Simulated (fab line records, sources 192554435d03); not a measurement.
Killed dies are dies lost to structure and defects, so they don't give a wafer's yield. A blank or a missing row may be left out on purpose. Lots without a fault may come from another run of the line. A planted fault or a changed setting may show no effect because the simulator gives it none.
Chamber matching | flow n5_finfet | N5_BEOL_M8_STRIP_19 on rie_diel-02: 4 sister chambers
The step strips in O2. 8 wafers are shown with their chamber, then 7 later ones without.

WAFERS WITH THEIR CHAMBER
wafer  | chamber | drypump_motor_current_A (A) | showerhead_plenum_p_Torr (Torr)
L768.3 | 1       | 6.2                         | 1.99
L777.1 | 1       | 6.1                         | 1.98
L777.4 | 0       | 5.2                         | 2.05
L779.3 | 3       | 5.9                         | 2.18
L779.4 | 2       | 5.7                         | 2.01
L779.6 | 0       | 5.2                         | 2.05
L780.2 | 2       | 5.7                         | 2.01
L780.4 | 3       | 5.9                         | 2.18

WAFERS WITHOUT THEIR CHAMBER
wafer  | drypump_motor_current_A (A) | showerhead_plenum_p_Torr (Torr)
L780.6 | 5.2                         | 2.05
L787.2 | 6.1                         | 1.98
L787.3 | 5.9                         | 2.18
L787.5 | 6.1                         | 1.98
L784.3 | 6.2                         | 1.98
L784.4 | 6.1                         | 1.98
L784.5 | 5.7                         | 2.01

WHICH CHAMBER EACH WENT THROUGH
wafer  | from the rows above | in truth
L780.6 | 0                   | 0
L787.2 | 1                   | 1
L787.3 | 3                   | 3
L787.5 | 1                   | 1
L784.3 | 1                   | 1
L784.4 | 1                   | 1
L784.5 | 2                   | 2
Placed correctly: 7 of 7. Can't be placed from these rows: 0. Placed wrongly: 0.
How it was worked out, from the rows above alone: a wafer's distance from a chamber is the root of the sum, over the readings, of the square of ((its reading less the chamber's mean) divided by the reading's scatter). The wafer belongs to the nearest chamber; if the next one is less than 2 further off, it can't be placed. A chamber's mean is the mean of its shown wafers. The scatter: the root of (the sum of the squares of (reading less its chamber's mean) over the shown wafers, divided by (wafers less chambers)).
